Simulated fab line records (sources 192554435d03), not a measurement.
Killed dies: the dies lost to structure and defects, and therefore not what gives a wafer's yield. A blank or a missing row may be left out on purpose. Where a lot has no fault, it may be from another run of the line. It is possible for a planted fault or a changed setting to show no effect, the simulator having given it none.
Matching of chambers :: flow n5Finfet :: N5_FIN_CUT_STRIP_22 on rieDiel-04: 4 sister chambers
The step strips in N2/H2. 4 wafers are shown with their chamber, then 11 later ones without.

## WAFERS, EACH WITH ITS CHAMBER
wafer: L082.2
chamber: 2
drypumpMotorCurrentA (A): 5.7

wafer: L082.4
chamber: 0
drypumpMotorCurrentA (A): 5.9

wafer: L082.5
chamber: 3
drypumpMotorCurrentA (A): 5.1

wafer: L087.1
chamber: 1
drypumpMotorCurrentA (A): 5.3

## WAFERS WITH NO CHAMBER GIVEN
wafer: L087.3
drypumpMotorCurrentA (A): 5.9

wafer: L087.5
drypumpMotorCurrentA (A): 5.7

wafer: L088.1
drypumpMotorCurrentA (A): 5.9

wafer: L088.4
drypumpMotorCurrentA (A): 5.2

wafer: L088.5
drypumpMotorCurrentA (A): 5.7

wafer: L092.1
drypumpMotorCurrentA (A): 5.2

wafer: L092.2
drypumpMotorCurrentA (A): 5.1

wafer: L092.3
drypumpMotorCurrentA (A): 5.9

wafer: L097.2
drypumpMotorCurrentA (A): 5.2

wafer: L097.3
drypumpMotorCurrentA (A): 5.9

wafer: L097.5
drypumpMotorCurrentA (A): 5.9

## THE CHAMBER EACH PASSED THROUGH
wafer: L087.3
from the rows above: 0
in truth: 0

wafer: L087.5
from the rows above: 2
in truth: 2

wafer: L088.1
from the rows above: 0
in truth: 0

wafer: L088.4
from the rows above: can't be placed: 1 or 3
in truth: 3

wafer: L088.5
from the rows above: 2
in truth: 2

wafer: L092.1
from the rows above: can't be placed: 1 or 3
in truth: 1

wafer: L092.2
from the rows above: 3
in truth: 3

wafer: L092.3
from the rows above: 0
in truth: 0

wafer: L097.2
from the rows above: can't be placed: 1 or 3
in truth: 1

wafer: L097.3
from the rows above: 0
in truth: 0

wafer: L097.5
from the rows above: 0
in truth: 0
8 of 11 placed correctly. Can't be placed from these rows: 3 (the true chamber is among the candidates in 3). Number placed wrongly: 0.
How it was worked out, from the rows above alone: a wafer's distance from a chamber is the root of the sum, over the readings, of the square of ((its reading less the chamber's mean) divided by the reading's scatter). If the next closest chamber is less than 2 further off than the closest, the wafer can't be placed; otherwise it belongs to the closest. Each chamber's mean is taken over the wafers shown for it. The scatter (one wafer shown for each chamber): square how far every hidden wafer sits from the nearest shown wafer, average those squares and take the square root.
